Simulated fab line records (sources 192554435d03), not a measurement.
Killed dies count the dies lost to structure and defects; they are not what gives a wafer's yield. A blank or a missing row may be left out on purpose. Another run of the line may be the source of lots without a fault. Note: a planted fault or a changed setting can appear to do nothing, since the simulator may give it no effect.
Chamber matching    flow n5-finfet    N5_ZERO_LAYER_ETCH_18 on rie-si-04 has 4 sister chambers
The step etches Si in HBr/Cl2, target depth 120 nm, time 40 s. 8 wafers are shown with their chamber, then 10 later ones without.

WAFERS PAIRED WITH THEIR CHAMBERS
wafer   chamber  throttle-valve-pct (%)  drypump-motor-current-A (A)
L082.3  2        35.7                    5.2
L088.2  1        35.9                    6.5
L088.4  3        36.3                    5.8
L089.1  3        36.4                    5.8
L089.2  2        35.7                    5.2
L089.3  0        37.3                    6.0
L092.3  0        37.3                    6.0
L092.4  1        35.9                    6.4

WAFERS WITHOUT THEIR CHAMBER
wafer   throttle-valve-pct (%)  drypump-motor-current-A (A)
L092.5  36.3                    5.8
L093.1  35.9                    6.5
L093.2  35.7                    5.2
L093.5  36.3                    5.8
L095.1  35.9                    6.4
L095.3  37.3                    6.0
L095.4  36.3                    5.7
L096.2  35.9                    6.5
L096.3  35.6                    5.1
L096.6  35.6                    5.2

CHAMBER TAKEN BY EACH
wafer   from the rows above  in truth
L092.5  3                    3
L093.1  1                    1
L093.2  2                    2
L093.5  3                    3
L095.1  1                    1
L095.3  0                    0
L095.4  3                    3
L096.2  1                    1
L096.3  2                    2
L096.6  2                    2
Correct placement for 10 of the 10. Number that these rows cannot place: 0. Placed wrongly: 0.
How it was worked out, from the rows above alone: a wafer's distance from a chamber is the root of the sum, over the readings, of the square of ((its reading less the chamber's mean) divided by the reading's scatter). The wafer belongs to the nearest chamber; if the next one is less than 2 further off, it can't be placed. The mean given for a chamber averages the wafers shown for that chamber. The scatter: take each reading less its chamber's mean, square it, sum over the shown wafers, divide by the number of wafers less the number of chambers, and take the root.
